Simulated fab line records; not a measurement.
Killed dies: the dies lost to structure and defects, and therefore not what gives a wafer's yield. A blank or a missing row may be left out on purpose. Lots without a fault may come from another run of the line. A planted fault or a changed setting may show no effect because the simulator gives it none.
Matching of chambers + flow n5_finfet + N5_FIN_SAQP_SPACER1_ETCHBACK_25 on rie_diel-02: 4 sister chambers
The step etches SiO2 in CHF3/O2, target depth 24.4 nm, time 12.2 s. 4 wafers are shown with their chamber, then 12 later ones without.

== WAFERS, EACH WITH ITS CHAMBER ==
| wafer  | chamber | showerhead_plenum_p_Torr (Torr) |
|--------|---------|---------------------------------|
| L080.5 | 3       | 2.47                            |
| L088.3 | 0       | 2.31                            |
| L090.3 | 2       | 2.53                            |
| L090.5 | 1       | 2.44                            |

== WAFERS MISSING THEIR CHAMBER ==
| wafer  | showerhead_plenum_p_Torr (Torr) |
|--------|---------------------------------|
| L093.2 | 2.44                            |
| L093.4 | 2.47                            |
| L093.6 | 2.52                            |
| L094.3 | 2.46                            |
| L094.5 | 2.52                            |
| L094.6 | 2.44                            |
| L095.1 | 2.30                            |
| L095.3 | 2.44                            |
| L095.6 | 2.44                            |
| L097.1 | 2.30                            |
| L097.3 | 2.46                            |
| L097.6 | 2.44                            |

== WHICH CHAMBER EACH ONE RAN IN ==
| wafer  | from the rows above     | in truth |
|--------|-------------------------|----------|
| L093.2 | 1                       | 1        |
| L093.4 | 3                       | 3        |
| L093.6 | 2                       | 2        |
| L094.3 | can't be placed: 3 or 1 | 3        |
| L094.5 | 2                       | 2        |
| L094.6 | 1                       | 1        |
| L095.1 | 0                       | 0        |
| L095.3 | 1                       | 1        |
| L095.6 | 1                       | 1        |
| L097.1 | 0                       | 0        |
| L097.3 | can't be placed: 3 or 1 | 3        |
| L097.6 | 1                       | 1        |
10 of 12 placed correctly. From these rows, 2 cannot be placed; in 2 the true chamber is one of the candidates. Placed wrongly: 0.
How it was worked out, from the rows above alone: a wafer's distance from a chamber is the root of the sum, over the readings, of the square of ((its reading less the chamber's mean) divided by the reading's scatter). The wafer belongs to the nearest chamber; if the next one is less than 2 further off, it can't be placed. For every chamber, the mean is computed from those of its wafers that are shown. The scatter (one wafer shown for each chamber): square how far every hidden wafer sits from the nearest shown wafer, average those squares and take the square root.
